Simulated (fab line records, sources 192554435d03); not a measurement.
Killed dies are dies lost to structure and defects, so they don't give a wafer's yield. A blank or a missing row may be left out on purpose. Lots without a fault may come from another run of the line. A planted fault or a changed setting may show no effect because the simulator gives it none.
Chamber matching | flow n5_finfet | N5_BEOL_M8_CURE_74 on uv_cure-02: 3 sister chambers
The step cures SiCOH lowk, time 240 s. 6 wafers are shown with their chamber, then 7 later ones without.

WAFERS WITH THEIR CHAMBER
wafer  | chamber | wafer_temp_C_max | lamp_power_pct (%)
L685.5 | 0       | 386.6            | 52.24
L685.6 | 0       | 387.1            | 52.32
L688.5 | 1       | 386.6            | 52.27
L688.6 | 1       | 387.1            | 52.32
L690.2 | 2       | 386.6            | 52.43
L690.5 | 2       | 386.7            | 52.26

WAFERS WITHOUT THEIR CHAMBER
wafer  | wafer_temp_C_max | lamp_power_pct (%)
L690.6 | 386.8            | 52.34
L697.4 | 387.1            | 52.32
L697.5 | 386.7            | 52.25
L697.6 | 386.6            | 52.38
L698.1 | 385.8            | 52.28
L698.4 | 386.9            | 52.32
L698.6 | 386.4            | 52.28

WHICH CHAMBER EACH WENT THROUGH
wafer  | from the rows above          | in truth
L690.6 | can't be placed: 2 or 1 or 0 | 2
L697.4 | can't be placed: 1 or 0 or 2 | 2
L697.5 | can't be placed: 0 or 1 or 2 | 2
L697.6 | can't be placed: 2 or 1 or 0 | 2
L698.1 | can't be placed: 2 or 0 or 1 | 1
L698.4 | can't be placed: 1 or 0 or 2 | 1
L698.6 | can't be placed: 2 or 0 or 1 | 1
Placed correctly: 0 of 7. Can't be placed from these rows: 7 (the true chamber is among the candidates in 7). Placed wrongly: 0.
How it was worked out, from the rows above alone: a wafer's distance from a chamber is the root of the sum, over the readings, of the square of ((its reading less the chamber's mean) divided by the reading's scatter). The wafer belongs to the nearest chamber; if the next one is less than 2 further off, it can't be placed. A chamber's mean is the mean of its shown wafers. The scatter: the root of (the sum of the squares of (reading less its chamber's mean) over the shown wafers, divided by (wafers less chambers)).
